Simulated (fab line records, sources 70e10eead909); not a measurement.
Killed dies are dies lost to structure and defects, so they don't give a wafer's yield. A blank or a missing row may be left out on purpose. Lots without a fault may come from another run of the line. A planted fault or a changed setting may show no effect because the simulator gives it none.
Problem report in the 8D (eight disciplines) form, filled by code | flow nand_harc | the parts of the form that need people (team, actions taken, sign-off) are left out

1. THE PROBLEM
developer_temp_C at NHARC_P_CONTACT_DEVELOP_11 reads a mean of 22.02 C on 6 wafers of 2 lots; wafers without a fault read 23.00 C with a standard deviation of 0.1. That is -9.8 standard deviations from the usual mean.
The step: develop time 35 s.
First seen on wafer L531.1, day 9 03:00, on litho_track-04. The record holds 36 wafers of 12 lots with a number at this step. Rule for "out", or "out of limits": more than 4 standard deviations from the usual mean. The other wafers with a number count as sound.

2. WHAT IT IS AND WHAT IT IS NOT
question                    | is                     | is not
which readings at this step | developer_temp_C       | -
which lots                  | L531, L534             | L517, L518, L519, L522, L525, L530, L537, L538, L539, L540
which wafers of those lots  | all that have a number | -
read on which tools         | litho_track-04         | litho_track-01, litho_track-06
when                        | from day 9 03:00       | up to then (18 sound wafers); but 12 sound wafers of L537, L538, L539, L540 came after

3. SUSPECTS, AND WHAT RULES EACH OUT
Counting: a tool at a process step up to the reading stays a suspect if it ran every lot that is out and no sound lot after the first of them.
- rie_diel-13 at NHARC_P_GATE_DESCUM_93 (chemistry O2, time 3 s): ruled out as a lasting fault. Sound lots L537, L538, L540 ran on it after its first lot that is out, L531 (day 8 22:43).
- litho_track-04 at NHARC_P_CONTACT_DEVELOP_11 (develop time 35 s): kept. It ran every lot that is out, first L531 (day 9 03:00), and no sound lot after that; its last sound lot up to then is L530 (day 8 19:00). Its own readings are out on those wafers: developer_temp_C.
Left after counting: litho_track-04 at NHARC_P_CONTACT_DEVELOP_11.

4. THE CAUSE (what the simulator had put in)
Process parameter drift: litho_track-04, from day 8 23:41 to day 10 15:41, at NHARC_P_CONTACT_DEVELOP_11. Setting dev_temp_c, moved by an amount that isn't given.
Counting left only this tool.

5. THE CHAIN OF EFFECTS, in route order
Each row: a reading whose mean over the struck wafers that have a number lies more than 3 standard deviations from the usual. Only readings for which the record gives a usual standard deviation are gone through. hours: the time from each lot's start at the first step in this table that gives one to its start at this step, as a median over the lots. sigmas: the change in usual standard deviations.
hours | step                       | reading          | usual   | on struck wafers | change | sigmas
0     | NHARC_P_CONTACT_DEVELOP_11 | developer_temp_C | 23.00 C | 22.02            | -0.98  | -9.8
The process steps in it:
- NHARC_P_CONTACT_DEVELOP_11: develop time 35 s.

6. WHAT WOULD HAVE CAUGHT IT SOONER
In this record the first reading out of limits was taken at day 9 03:00, 3 hours after the fault began at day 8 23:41.
